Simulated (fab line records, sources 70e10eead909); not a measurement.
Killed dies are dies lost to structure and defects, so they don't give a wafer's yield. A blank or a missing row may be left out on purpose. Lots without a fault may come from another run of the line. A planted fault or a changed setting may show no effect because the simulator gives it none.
Which tool did it? | flow nand_harc | 13 lots, 39 wafers sampled, at 5 steps of a route of 1302

WHAT THE GAUGES READ, wafer by wafer
NHARC_P_GATE_CD_MEAS_11: target cd 1640 nm. Usual: cd_nm 1639.8 nm, standard deviation 1.1.
lot  | measured     | on        | cd_nm (nm)           | flag
L706 | day 4 12:50  | cd_sem-03 | 1640.4 1640.6 1640.7 |
L707 | day 4 18:14  | cd_sem-02 | 1640.7 1641.4 1641.7 |
L708 | day 5 07:46  | cd_sem-02 | 1639.2 1639.3 1639.0 |
L710 | day 6 02:06  | cd_sem-02 | 1638.6 1639.0 1639.3 |
L713 | day 7 11:33  | cd_sem-01 | 1639.1 1641.0 1640.7 |
L714 | day 7 20:26  | cd_sem-01 | 1639.3 1641.0 1640.5 |
L715 | day 8 04:53  | cd_sem-03 | - - -                | OFF
L719 | day 9 16:36  | cd_sem-02 | 1638.2 1639.5 1637.4 |
L725 | day 12 11:24 | cd_sem-01 | 1639.9 1638.9 1640.2 |
L726 | day 12 19:35 | cd_sem-03 | 1641.0 1641.3 1639.0 |
L727 | day 13 02:04 | cd_sem-03 | 1639.6 1638.9 1639.4 |
L728 | day 13 10:28 | cd_sem-01 | 1639.4 1639.9 1640.0 |
L729 | day 13 21:33 | cd_sem-03 | 1643.2 1641.3 1640.8 |

NHARC_P_GATE_CD_MEAS_26: target cd 120 nm. Usual: cd_nm 119.8 nm, standard deviation 0.43.
lot  | measured     | on        | cd_nm (nm)        | flag
L706 | day 5 03:27  | cd_sem-03 | 120.2 119.6 119.1 |
L707 | day 5 10:15  | cd_sem-02 | 120.6 120.3 119.8 |
L708 | day 5 21:43  | cd_sem-02 | 119.0 119.9 119.1 |
L710 | day 6 19:32  | cd_sem-01 | 120.5 121.0 120.1 |
L713 | day 8 05:41  | cd_sem-02 | 120.1 118.8 120.0 |
L714 | day 8 11:48  | cd_sem-03 | 120.2 119.9 119.5 |
L715 | day 8 19:30  | cd_sem-02 | 119.3 119.8 119.1 |
L719 | day 10 06:38 | cd_sem-02 | 119.1 119.8 119.5 |
L725 | day 13 01:40 | cd_sem-03 | 120.0 120.6 120.1 |
L726 | day 13 12:43 | cd_sem-01 | 120.8 120.2 119.8 |
L727 | day 13 22:00 | cd_sem-01 | 120.4 120.0 120.3 |
L728 | day 14 03:17 | cd_sem-03 | 120.3 120.5 120.1 |
L729 | day 14 14:32 | cd_sem-03 | 119.1 120.0 119.8 |

WHICH TOOL RAN EACH LOT (tool, then ch and the chambers of the sampled wafers, then the start)
lot  | NHARC_P_STI_ETCH_42                | NHARC_P_STI_CMP_21            | NHARC_P_GATE_EXPOSE_08
L706 | rie_diel-09 ch 1,2,3, day 2 22:05  | cmp-01 ch 0,1, day 3 18:44    | krf_scanner-04 ch 0, day 4 12:41
L707 | rie_diel-06 ch 0,1,2, day 3 05:41  | cmp-03 ch 2,3, day 4 01:56    | krf_scanner-01 ch 0, day 4 18:05
L708 | rie_diel-09 ch 0,2,3, day 3 18:01  | cmp-03 ch 1,2,3, day 4 13:38  | krf_scanner-01 ch 0, day 5 07:36
L710 | rie_diel-13 ch 0,2,3, day 4 13:04  | cmp-01 ch 1,2,3, day 5 07:50  | krf_scanner-01 ch 0, day 6 01:56
L713 | rie_diel-13 ch 0,1,3, day 5 16:38  | cmp-03 ch 0,2,3, day 6 15:21  | krf_scanner-01 ch 0, day 7 11:24
L714 | rie_diel-09 ch 0,1,2, day 6 03:35  | cmp-03 ch 1,2,3, day 7 02:30  | krf_scanner-03 ch 0, day 7 20:17
L715 | rie_diel-13 ch 2,3, day 6 14:00    | cmp-03 ch 2,3, day 7 10:32    | krf_scanner-01 ch 0, day 8 04:44
L719 | rie_diel-06 ch 1,2,3, day 8 04:54  | cmp-01 ch 0,3, day 9 00:17    | krf_scanner-03 ch 0, day 9 16:26
L725 | rie_diel-13 ch 0,3, day 10 21:59   | cmp-01 ch 1,2,3, day 11 18:14 | krf_scanner-01 ch 0, day 12 11:15
L726 | rie_diel-09 ch 0,1,3, day 11 07:58 | cmp-03 ch 0,1, day 12 01:48   | krf_scanner-03 ch 0, day 12 19:26
L727 | rie_diel-06 ch 0,1,2, day 11 12:31 | cmp-04 ch 0,2,3, day 12 07:22 | krf_scanner-01 ch 0, day 13 01:55
L728 | rie_diel-06 ch 0,1,3, day 11 23:19 | cmp-03 ch 1,2,3, day 12 17:47 | krf_scanner-01 ch 0, day 13 10:19
L729 | rie_diel-06 ch 1,2,3, day 12 09:35 | cmp-03 ch 0,2,3, day 13 04:43 | krf_scanner-03 ch 0, day 13 21:23
- NHARC_P_STI_ETCH_42: etches the open film in N2/H2, target depth 80 nm, overetch 24 nm, time 61 s.
- NHARC_P_STI_CMP_21: polishes, t overpolish 20 s, target thk 380.67 nm.
- NHARC_P_GATE_EXPOSE_08: exposes mask P HV.

WHAT THE TOOLS THEMSELVES READ (means of the sampled wafers that have a number; where no wafer has one, the mark that the record gives instead)
NHARC_P_STI_ETCH_42. Usual: drypump_motor_current_A 5.6 A, standard deviation 0.42; h2_flow_sccm 150.0 sccm, standard deviation 0.45; n2_flow_sccm 150.1 sccm, standard deviation 0.49; oes_product_au 0.997 a.u., standard deviation 0.0069; rf_fwd_power_W 395.8 W, standard deviation 1.9; rf_vpp_V 430.0 V, standard deviation 1.8; showerhead_plenum_p_Torr 2.02 Torr, standard deviation 0.06; throttle_valve_pct 14.172 %, standard deviation 0.0097.
lot  | tool        | drypump_motor_current_A (A) | h2_flow_sccm (sccm) | n2_flow_sccm (sccm) | oes_product_au (a.u.) | rf_fwd_power_W (W) | rf_vpp_V (V) | showerhead_plenum_p_Torr (Torr) | throttle_valve_pct (%) | flag
L706 | rie_diel-09 | 5.7                         | 149.8               | 150.0               | 0.998                 | 395.8              | 429.6        | 2.01                            | 14.171                 |
L707 | rie_diel-06 | 5.3                         | 150.4               | 149.9               | 0.996                 | 394.9              | 429.9        | 2.02                            | 14.168                 |
L708 | rie_diel-09 | 5.9                         | 150.1               | 150.3               | 0.993                 | 396.1              | 431.8        | 2.09                            | 14.172                 |
L710 | rie_diel-13 | 5.8                         | 149.5               | 150.1               | 1.004                 | 394.6              | 429.5        | 2.03                            | 14.166                 |
L713 | rie_diel-13 | 5.7                         | 149.8               | 150.1               | 1.005                 | 396.0              | 429.4        | 1.99                            | 14.174                 |
L714 | rie_diel-09 | 5.7                         | 150.5               | 150.2               | 1.003                 | 396.7              | 430.5        | 2.06                            | 14.173                 |
L715 | rie_diel-13 | 5.5                         | 150.0               | 150.2               | 0.989                 | 394.8              | 431.7        | 2.07                            | 14.173                 |
L719 | rie_diel-06 | 5.7                         | 150.2               | 150.3               | 1.000                 | 395.9              | 428.3        | 2.00                            | 14.185                 |
L725 | rie_diel-13 | 5.9                         | 149.9               | 149.8               | 1.000                 | 394.9              | 428.3        | 1.99                            | 14.172                 |
L726 | rie_diel-09 | 5.7                         | 150.0               | 149.6               | 0.999                 | 396.8              | 430.0        | 2.03                            | 14.170                 |
L727 | rie_diel-06 | 5.3                         | 149.8               | 149.7               | 0.999                 | 394.9              | 429.2        | 2.01                            | 14.169                 |
L728 | rie_diel-06 | 5.5                         | 150.4               | 150.4               | 0.990                 | 396.6              | 429.7        | 2.00                            | 14.173                 |
L729 | rie_diel-06 | 5.7                         | 149.7               | 150.3               | 1.001                 | 395.2              | 429.4        | 2.00                            | 14.177                 |

NHARC_P_STI_CMP_21. Usual: motor_current_A 11.7 A, standard deviation 1.4; overpolish_run_s 20.000 s, standard deviation 0.0092; pad_life_wafers 144, standard deviation 110; retaining_ring_pressure_frac 1.000, standard deviation 0.0047.
lot  | tool   | motor_current_A (A) | overpolish_run_s (s) | pad_life_wafers | retaining_ring_pressure_frac | flag
L706 | cmp-01 | 11.6                | 20.002               | 302             | 0.995                        |
L707 | cmp-03 | 12.1                | 19.992               | 6               | 1.001                        |
L708 | cmp-03 | 11.7                | 20.002               | 49              | 1.000                        |
L710 | cmp-01 | 13.8                | 19.998               | 45              | 0.997                        |
L713 | cmp-03 | 11.9                | 20.001               | 218             | 1.001                        |
L714 | cmp-03 | 11.4                | 19.997               | 266             | 1.000                        |
L715 | cmp-03 | 12.0                | 20.002               | 282             | 0.996                        |
L719 | cmp-01 | 12.1                | 19.998               | 12              | 0.999                        |
L725 | cmp-01 | 13.4                | 20.009               | 248             | 1.003                        |
L726 | cmp-03 | 11.0                | 19.995               | 2               | 0.995                        |
L727 | cmp-04 | 11.5                | 20.002               | 206             | 1.001                        |
L728 | cmp-03 | 11.7                | 19.994               | 49              | 0.998                        |
L729 | cmp-03 | 12.1                | 19.999               | 92              | 0.999                        |

NHARC_P_GATE_EXPOSE_08. Usual: stage_vel_mm_s 500.04 mm/s, standard deviation 0.25.
lot  | tool           | stage_vel_mm_s (mm/s) | flag
L706 | krf_scanner-04 | 500.32                |
L707 | krf_scanner-01 | 500.39                |
L708 | krf_scanner-01 | 499.81                |
L710 | krf_scanner-01 | 500.14                |
L713 | krf_scanner-01 | 499.88                |
L714 | krf_scanner-03 | 499.72                |
L715 | krf_scanner-01 | 499.93                |
L719 | krf_scanner-03 | 500.21                |
L725 | krf_scanner-01 | 500.06                |
L726 | krf_scanner-03 | 500.31                |
L727 | krf_scanner-01 | 500.26                |
L728 | krf_scanner-01 | 499.97                |
L729 | krf_scanner-03 | 499.94                |

THE ANSWER, worked out from the rows above alone
Rule: a lot is off if the mean of its wafers that have a number lies more than 3 standard deviations from the usual mean. A lot without any number at a reading at which 4 lots or more have one is off too. The other lots that the step has rows for count as sound. The gauges are gone through in route order, then the tools' own readings, and for those a lot's mean is taken as printed above. The first step at which some lot is off is used, and at that step the reading that is off furthest; a lot without a number counts as furthest.
Off: L715, at NHARC_P_GATE_CD_MEAS_11 (cd_nm). Without a number there: L715.
A tool fits if, at a process step before that reading, it ran every lot that is off, and no sound lot after the first of them. The gauges at NHARC_P_GATE_CD_MEAS_11 are tried like those tools. None of those tried fits.

WHAT THE SIMULATOR HAD PUT IN
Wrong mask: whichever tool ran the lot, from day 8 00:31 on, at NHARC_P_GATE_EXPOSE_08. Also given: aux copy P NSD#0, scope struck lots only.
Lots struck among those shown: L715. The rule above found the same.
